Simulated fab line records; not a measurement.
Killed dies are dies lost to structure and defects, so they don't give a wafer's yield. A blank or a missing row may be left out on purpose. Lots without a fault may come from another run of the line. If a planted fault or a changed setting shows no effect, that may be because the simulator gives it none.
Matching of chambers	flow nand-harc	NHARC_A_BLC_CMP_25 on cmp-03 has 4 sister chambers
The step polishes, t overpolish 30 s, target thk 150 nm. 14 wafers are shown with their chamber, then 7 later ones without.

## EACH WAFER AND ITS CHAMBER
wafer	chamber	motor-current-A (A)	time-to-endpoint-s (s)	overpolish-run-s (s)
L077.1	1	14.2	29.5	29.997
L077.3	0	12.0	31.6	29.993
L077.5	2	10.4	28.3	30.000
L081.1	0	11.7	31.1	30.001
L081.3	3	11.2	30.0	30.000
L081.6	1	14.3	28.5	30.009
L085.1	1	14.6	27.1	30.000
L085.2	0	11.4	31.4	29.981
L085.5	0	11.9	31.6	29.995
L089.1	2	10.5	27.4	30.004
L089.4	0	12.0	29.0	30.006
L089.5	2	10.7	28.0	30.003
L092.1	1	13.6	27.4	30.002
L092.3	0	10.8	28.3	29.989

SIGNATURES (means of the wafers above)
reading	chamber 0	chamber 1	chamber 2	chamber 3	scatter within a chamber
motor-current-A	11.633	14.175	10.533	11.200	0.408
time-to-endpoint-s	30.500	28.125	27.900	30.000	1.21
overpolish-run-s	29.99417	30.00200	30.00233	30.00000	0.0069
Rule: for a wafer and a chamber, the distance is found by dividing, reading by reading, the gap between the wafer's reading and the chamber's mean by the reading's scatter, squaring, summing and taking the root. The wafer belongs to the nearest chamber; if the next one is less than 2 further off, it can't be placed. The scatter: the root of (the sum of the squares of (reading less its chamber's mean) over the shown wafers, divided by (wafers less chambers)).

## WAFERS MISSING THEIR CHAMBER
wafer	motor-current-A (A)	time-to-endpoint-s (s)	overpolish-run-s (s)
L092.5	10.8	27.3	29.994
L093.2	10.2	26.1	29.990
L093.3	13.3	27.3	30.004
L093.6	11.3	27.1	30.000
L095.1	11.5	25.9	29.998
L095.4	13.8	27.9	30.012
L095.5	11.3	28.0	29.990

## EACH ONE'S CHAMBER
wafer	from the rows above	in truth
L092.5	can't be placed: 2 or 3 or 0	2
L093.2	can't be placed: 2 or 3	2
L093.3	1	1
L093.6	can't be placed: 2 or 3 or 0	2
L095.1	can't be placed: 2 or 3 or 0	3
L095.4	1	1
L095.5	can't be placed: 3 or 0 or 2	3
Correctly placed: 2 of 7. These rows do not allow placing 5 (true chamber among the candidates in 5). Wrongly placed: 0.
